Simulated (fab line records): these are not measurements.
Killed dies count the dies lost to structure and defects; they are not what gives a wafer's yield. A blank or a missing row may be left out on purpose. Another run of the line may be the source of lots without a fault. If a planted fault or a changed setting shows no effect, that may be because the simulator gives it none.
fab line records	flow nand-harc
[record] lots = 14	wafers = 42	last-day = 34
route steps=1302 shown A_CONTACT@1000
lots that met no fault: from a run of the same line without faults
start-h: hours from the record's first day to the start of the lot's first wafer shown	wait-h: hours from the lot's prior step to this one	" unchanged from the row above	L1.1+2: one row covering several wafers at once	- no value, or no start given	* or withheld: withheld	< > ~ a bound
route shown NAME@n: NAME is a module with steps in the file, n the number in the route of the first one	usual: average and standard deviation across the fault-free wafers	same: alike in all rows	chamber/n: place in a boat	sites: the reading at each site	_std_site: the standard deviation of these	_edge_site: outer sites' mean less inner sites'	radius-mm: how far each site lies from the wafer's centre	mask NAME#n: copy n	behind: the tool/chamber that last shaped the wafer	hold: cause of the lot's hold/its duration in hours/its outcome	device: the transistor (n, p or np) that didn't switch	end of line: at the end of the route, the tests of the same wafers	step lacking rows: just its recipe	killed: not the wafer's yield, but the dies lost to structure and defects at the first sort	map: the dies of a wafer, with x for killed, . for not killed, _ for no die there
set.NAME: the setting the step ran with; set.NAME@STEP: the setting that earlier step ran with	model.NAME: the simulator's own value behind a step, which no gauge read
route steps across a sampled set of lots; one table per step, one row per wafer
services: the hour from which a tool's chamber was out of use, counted from the record's first day as start-h (under 0 if before that day), plus the number of hours and why
[[steps]]
[step NHARC_A_CONTACT_DESCUM_47]
[recipe] time-s = 3	o2-flow-sccm = 200	ar-flow-sccm = 0	bias-power-w = 0	chemistry = O2
[usual] drypump-motor-current-A = 5.7/0.43	o2-flow-sccm = 200.1/0.65	oes-product-au = 0.996/0.012	rf-vpp-V = 57.7/0.94	showerhead-plenum-p-Torr = 1.90/0.099	throttle-valve-pct = 11.311/0.0096
lot.wafer	tool	chamber	start-h	wait-h	drypump-motor-current-A	o2-flow-sccm	oes-product-au	rf-hours-counter-h	rf-vpp-V	showerhead-plenum-p-Torr	throttle-valve-pct
L321.4	rie-diel-02	3	498.74	0.1	6.0	200.3	0.996	12	58.4	2.07	11.324
L321.2	"	1	"	"	5.3	199.8	0.995	14	56.3	1.79	11.316
L321.5	"	3	"	"	6.0	200.1	0.996	-	57.9	2.07	11.298
L322.3	rie-diel-05	3	500.05	0.1	5.3	198.6	0.981	26	57.3	1.82	11.324
L322.2	"	0	"	"	5.4	200.0	1.011	29	58.5	1.94	11.307
L322.6	"	0	"	"	5.4	200.7	1.012	-	58.2	1.94	11.299
L325.4	rie-diel-09	2	519.15	0.1	6.1	200.0	0.991	8	57.7	2.04	11.309
L325.2	"	3	"	"	5.8	199.4	0.983	6	56.8	1.92	11.300
L325.6	"	3	"	"	5.8	200.3	0.984	-	57.9	1.92	11.305
L327.1	rie-diel-09	0	548.58	0.1	6.0	199.3	1.017	20	56.5	1.80	11.320
L327.2	"	1	"	"	6.2	199.4	0.985	22	57.5	2.01	11.306
L327.6	"	0	"	"	6.0	199.1	1.009	-	57.8	1.80	11.318
L330.3	rie-diel-09	2	582.87	0.1	6.1	200.5	0.989	33	59.1	2.03	11.300
L330.5	"	0	"	"	6.0	200.0	1.016	-	57.2	1.80	11.315
L330.6	"	1	"	"	6.2	200.3	0.987	-	58.7	2.01	11.301
L331.2	rie-diel-02	2	590.66	0.1	5.8	200.5	1.004	2	56.6	1.86	11.307
L331.6	"	3	"	"	6.1	201.5	0.992	-	57.8	2.07	11.301
L331.5	"	0	"	"	5.2	200.1	0.973	-	58.2	1.89	11.302
L333.3	rie-diel-02	3	612.50	0.1	6.1	200.3	0.979	5	58.0	2.07	11.306
L333.1	"	2	"	"	5.8	200.1	1.003	7	56.3	1.86	11.301
L333.6	"	3	"	"	6.1	199.9	0.983	-	59.0	2.07	11.316
L334.3	rie-diel-09	1	633.97	0.1	6.2	200.3	0.989	53	57.8	2.00	11.315
L334.1	"	2	"	"	6.1	199.7	0.986	50	58.8	2.02	11.325
L334.5	"	1	"	"	6.2	200.2	0.995	-	58.0	2.00	11.315
L336.4	rie-diel-02	2	639.95	0.1	5.8	200.4	1.018	11	56.4	1.85	11.315
L336.2	"	3	"	"	6.1	199.8	0.998	9	57.6	2.06	11.316
L336.3	"	0	"	"	5.2	200.8	0.994	10	57.0	1.89	11.326
L341.3	rie-diel-05	1	680.67	0.1	5.3	200.3	1.004	26	58.2	1.80	11.317
L341.1	"	2	"	"	6.7	199.8	1.006	27	56.9	1.86	11.313
L341.4	"	0	"	"	5.4	199.8	1.002	15	58.5	1.92	11.329
L340.4	rie-diel-02	0	684.51	0.1	5.2	199.3	0.974	19	57.3	1.89	11.301
L340.3	"	2	"	"	5.8	199.0	1.012	23	58.3	1.85	11.308
L340.5	"	0	"	"	5.2	199.9	0.985	-	57.1	1.89	11.323
L343.2	rie-diel-09	2	706.33	0.1	6.1	199.5	0.996	9	58.8	2.01	11.317
L343.1	"	3	"	"	5.7	199.6	0.995	10	57.5	1.90	11.318
L343.5	"	2	"	"	6.1	199.7	0.999	-	58.7	2.01	11.299
L342.4	rie-diel-05	2	706.64	0.1	6.7	200.5	1.006	37	58.7	1.86	11.310
L342.5	"	2	"	"	6.7	199.8	1.002	-	56.7	1.86	11.313
L342.6	"	3	"	"	5.2	198.7	1.002	-	56.5	1.80	11.306
L344.4	rie-diel-09	3	728.83	0.1	5.8	199.9	0.979	14	56.8	1.90	11.329
L344.2	"	1	"	"	6.2	200.2	1.023	8	58.4	1.99	11.325
L344.6	"	3	"	"	5.8	200.3	0.982	-	59.2	1.90	11.332
[step NHARC_A_CONTACT_ETCH_112]
[recipe] source-w = withheld	pressure-mtorr = 20	bias-v = 3000	time-s = 190	target-depth-a = 18500	ar-flow-sccm = withheld	c4f8-flow-sccm = withheld	o2-flow-sccm = withheld	chemistry = C4F8/O2/Ar
[usual] chamber-pressure-mTorr = 20.000/0.018	oes-air-line-au = 1.001/0.02
lot.wafer	tool	chamber	start-h	wait-h	chamber-pressure-mTorr	oes-air-line-au	rf-hours-counter-h
L321.2	har-cap-etch-02	0	500.80	0.2	20.007	1.007	79
L321.4	"	1	"	"	20.001	0.983	-
L321.5	"	1	"	"	20.031	0.943	-
L322.2	har-cap-etch-03	1	502.51	0.2	20.016	0.978	48
L322.3	"	1	"	"	19.999	0.989	-
L322.6	"	1	"	"	19.986	0.995	-
L325.2	har-cap-etch-02	1	521.60	0.2	19.995	1.010	84
L325.4	"	1	"	"	20.052	0.986	-
L325.6	"	0	"	"	19.989	1.011	-
L327.1	har-cap-etch-01	0	550.61	0.2	20.008	1.019	9
L327.2	"	1	"	"	19.995	1.005	9
L327.6	"	0	"	"	19.981	1.038	-
L330.3	har-cap-etch-03	0	584.97	0.2	-	-	-
L330.5	"	1	"	"	-	-	-
L330.6	"	0	"	"	-	-	-
L331.2	har-cap-etch-03	0	592.77	0.2	-	-	-
L331.6	"	1	"	"	-	-	-
L331.5	"	0	"	"	-	-	-
L333.1	har-cap-etch-02	0	614.56	0.2	20.005	1.018	101
L333.3	"	1	"	"	19.981	0.987	-
L333.6	"	0	"	"	20.018	1.009	-
L334.1	har-cap-etch-03	1	636.01	0.2	19.996	1.014	70
L334.3	"	0	"	"	19.982	1.027	-
L334.5	"	1	"	"	20.004	1.005	-
L336.2	har-cap-etch-01	1	642.00	0.2	20.025	0.997	23
L336.3	"	0	"	"	19.982	1.024	-
L336.4	"	1	"	"	19.977	0.965	-
L341.1	har-cap-etch-02	1	682.81	0.2	19.998	1.000	112
L341.4	"	0	"	"	19.981	0.996	-
L341.3	"	1	"	"	20.006	1.003	-
L340.3	har-cap-etch-01	1	686.61	0.2	20.018	0.985	-
L340.4	"	0	"	"	20.019	1.028	-
L340.5	"	0	"	"	19.994	0.992	-
L343.1	har-cap-etch-02	0	708.33	0.2	19.988	0.963	118
L343.2	"	1	"	"	20.049	0.971	118
L343.5	"	0	"	"	19.976	0.996	-
L342.4	har-cap-etch-03	1	708.72	0.2	19.995	1.030	-
L342.6	"	1	"	"	19.989	1.016	-
L342.5	"	0	"	"	19.973	1.014	-
L344.2	har-cap-etch-02	1	730.85	0.2	19.995	0.995	122
L344.4	"	1	"	"	20.008	0.976	-
L344.6	"	1	"	"	19.967	0.967	-
[step NHARC_A_CONTACT_ETCH_115]
[recipe] source-w = withheld	pressure-mtorr = 20	bias-v = 3000	time-s = 190	target-depth-a = 18500	ar-flow-sccm = withheld	c4f8-flow-sccm = withheld	o2-flow-sccm = withheld	chemistry = C4F8/O2/Ar
[usual] chamber-pressure-mTorr = 19.998/0.019	oes-air-line-au = 0.998/0.019
lot.wafer	tool	chamber	start-h	wait-h	chamber-pressure-mTorr	oes-air-line-au	rf-hours-counter-h
L321.2	har-cap-etch-02	0	501.31	0.1	19.981	1.004	79
L321.4	"	1	"	"	19.983	0.974	-
L321.5	"	1	"	"	19.990	0.968	-
L322.2	har-cap-etch-03	1	503.02	0.1	20.005	1.009	48
L322.3	"	1	"	"	20.005	0.983	-
L322.6	"	1	"	"	19.991	1.021	-
L325.2	har-cap-etch-02	1	522.11	0.1	20.011	1.005	85
L325.4	"	1	"	"	19.985	0.981	-
L325.6	"	0	"	"	20.021	0.990	-
L327.1	har-cap-etch-01	0	551.13	0.1	20.002	0.967	9
L327.2	"	1	"	"	19.984	0.985	9
L327.6	"	0	"	"	20.017	0.999	-
L330.3	har-cap-etch-03	0	585.49	0.1	20.002	0.978	-
L330.5	"	1	"	"	19.984	1.000	-
L330.6	"	0	"	"	19.986	1.026	-
L331.2	har-cap-etch-03	0	593.28	0.1	20.033	0.979	64
L331.6	"	1	"	"	20.060	0.994	-
L331.5	"	0	"	"	20.010	1.015	-
L333.1	har-cap-etch-02	0	615.07	0.1	20.005	0.997	102
L333.3	"	1	"	"	20.004	0.973	-
L333.6	"	0	"	"	19.970	1.011	-
L334.1	har-cap-etch-03	1	636.52	0.1	19.998	0.978	71
L334.3	"	0	"	"	19.962	0.985	-
L334.5	"	1	"	"	19.970	1.011	-
L336.2	har-cap-etch-01	1	642.51	0.1	19.967	1.006	24
L336.3	"	0	"	"	20.009	0.993	-
L336.4	"	1	"	"	20.006	1.028	-
L341.1	har-cap-etch-02	1	683.32	0.1	19.997	0.985	113
L341.4	"	0	"	"	20.010	0.979	-
L341.3	"	1	"	"	19.976	1.006	-
L340.3	har-cap-etch-01	1	687.12	0.1	19.984	1.003	-
L340.4	"	0	"	"	20.035	0.997	-
L340.5	"	0	"	"	19.974	0.973	-
L343.1	har-cap-etch-02	0	708.85	0.1	19.991	0.996	118
L343.2	"	1	"	"	19.973	1.001	118
L343.5	"	0	"	"	19.967	0.965	-
L342.4	har-cap-etch-03	1	709.24	0.1	19.983	1.040	-
L342.6	"	1	"	"	20.017	1.024	-
L342.5	"	0	"	"	19.973	0.991	-
L344.2	har-cap-etch-02	1	731.36	0.1	20.036	1.004	122
L344.4	"	1	"	"	20.005	0.983	-
L344.6	"	1	"	"	20.002	1.002	-
[step NHARC_A_CONTACT_ETCH_117]
[recipe] source-w = withheld	pressure-mtorr = 20	bias-v = 3000	time-s = 190	target-depth-a = 18500	ar-flow-sccm = withheld	c4f8-flow-sccm = withheld	o2-flow-sccm = withheld	chemistry = C4F8/O2/Ar
[usual] chamber-pressure-mTorr = 19.997/0.019	oes-air-line-au = 1.001/0.019
lot.wafer	tool	chamber	start-h	wait-h	chamber-pressure-mTorr	oes-air-line-au	rf-hours-counter-h
L321.2	har-cap-etch-02	0	501.65	0.1	20.002	0.967	80
L321.4	"	1	"	"	19.980	0.990	-
L321.5	"	1	"	"	20.020	0.990	-
L322.2	har-cap-etch-03	1	503.36	0.1	19.995	0.995	49
L322.3	"	1	"	"	20.020	0.991	-
L322.6	"	1	"	"	19.978	1.000	-
L325.2	har-cap-etch-02	1	522.45	0.1	19.988	0.970	85
L325.4	"	1	"	"	20.011	0.983	-
L325.6	"	0	"	"	20.003	1.018	-
L327.1	har-cap-etch-01	0	551.46	0.1	20.030	0.979	10
L327.2	"	1	"	"	20.000	0.991	10
L327.6	"	0	"	"	19.947	0.988	-
L330.3	har-cap-etch-03	0	585.83	0.1	19.997	1.005	-
L330.5	"	1	"	"	20.019	0.991	-
L330.6	"	0	"	"	20.008	1.017	-
L331.2	har-cap-etch-03	0	593.62	0.1	19.962	1.019	64
L331.6	"	1	"	"	19.985	0.989	-
L331.5	"	0	"	"	19.991	1.004	-
L333.1	har-cap-etch-02	0	615.41	0.1	20.000	1.021	102
L333.3	"	1	"	"	20.001	1.037	-
L333.6	"	0	"	"	19.912	1.001	-
L334.1	har-cap-etch-03	1	636.85	0.1	20.010	1.006	71
L334.3	"	0	"	"	19.986	0.999	-
L334.5	"	1	"	"	20.007	1.009	-
L336.2	har-cap-etch-01	1	642.86	0.1	19.991	1.000	24
L336.3	"	0	"	"	20.012	0.990	-
L336.4	"	1	"	"	19.991	0.995	-
L341.1	har-cap-etch-02	1	683.66	0.1	20.013	0.985	113
L341.4	"	0	"	"	19.998	1.041	-
L341.3	"	1	"	"	20.012	0.992	-
L340.3	har-cap-etch-01	1	687.46	0.1	19.977	1.032	-
L340.4	"	0	"	"	19.965	1.009	-
L340.5	"	0	"	"	19.971	1.039	-
L343.1	har-cap-etch-02	0	709.19	0.1	20.006	0.998	119
L343.2	"	1	"	"	19.991	1.017	119
L343.5	"	0	"	"	20.012	0.969	-
L342.4	har-cap-etch-03	1	709.58	0.1	20.016	0.995	-
L342.6	"	1	"	"	19.973	0.967	-
L342.5	"	0	"	"	19.968	1.021	-
L344.2	har-cap-etch-02	1	731.71	0.1	20.033	0.979	123
L344.4	"	1	"	"	20.009	0.990	-
L344.6	"	1	"	"	20.012	0.977	-
[[services]]
tool	chamber	start-h	hours	kind
rie-diel-09	0	479.79	-	clean
rie-diel-09	1	479.79	-	clean
rie-diel-09	2	479.79	-	clean
har-cap-etch-01	-	497.00	17.0	pm
har-cap-etch-01	0	497.00	17.0	vent-cycle
har-cap-etch-01	1	497.00	17.0	vent-cycle
rie-diel-09	-	497.12	9.0	pm
rie-diel-02	3	501.59	3.2	repair
har-cap-etch-01	0	514.00	-	clean
har-cap-etch-01	1	514.00	-	clean
rie-diel-02	0	517.66	3.6	repair
rie-diel-05	1	526.54	6.4	repair
rie-diel-05	-	541.85	0.6	repair
rie-diel-09	3	542.58	2.1	repair
rie-diel-05	-	544.38	0.7	repair
rie-diel-02	-	571.37	9.0	pm
rie-diel-05	-	583.60	9.0	pm
rie-diel-05	0	598.63	27.0	repair
rie-diel-05	2	644.10	1.8	repair
rie-diel-02	0	649.90	1.2	repair
rie-diel-09	-	674.58	9.0	pm
rie-diel-09	1	695.15	10.3	repair
rie-diel-09	1	709.40	5.7	repair
rie-diel-05	3	719.40	16.5	repair
[[key]]
[first-sign] step = NHARC_A_CONTACT_ETCH_112	reading = tool-record	direction = missing
effect none on later readings
met-at NHARC_A_CONTACT_ETCH_112
struck-lots L330,L331
later-rows-left-out L330.3,L330.5,L330.6,L331.2,L331.5,L331.6
sort-left-out L330.3,L330.5,L330.6,L331.2,L331.5,L331.6
tester-left-out L330,L331
not-acting-at NHARC_A_CONTACT_DESCUM_47,NHARC_A_CONTACT_ETCH_115,NHARC_A_CONTACT_ETCH_117
onset-between 502.51 584.97
[fault] kind = skipped-step-whole	tool = har-cap-etch-03	chamber = -	onset-h = 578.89	steps = NHARC_A_CONTACT_ETCH_112	scope = struck-lots-only
// tester-left-out: of these lots the tester's yield and bins aren't shown, on N5 and GAA mostly nor the transistor test; their killed dies are dies lost to structure and defects alone, not to doping, threshold or leakage, so they don't give the yield
// sort-left-out: the simulated sort isn't trusted on such a fault, so these wafers' sort isn't shown, and their yield isn't known
// later-rows-left-out: the simulator's readings of these wafers behind a module that went badly wrong aren't trusted and aren't shown, but for the sort
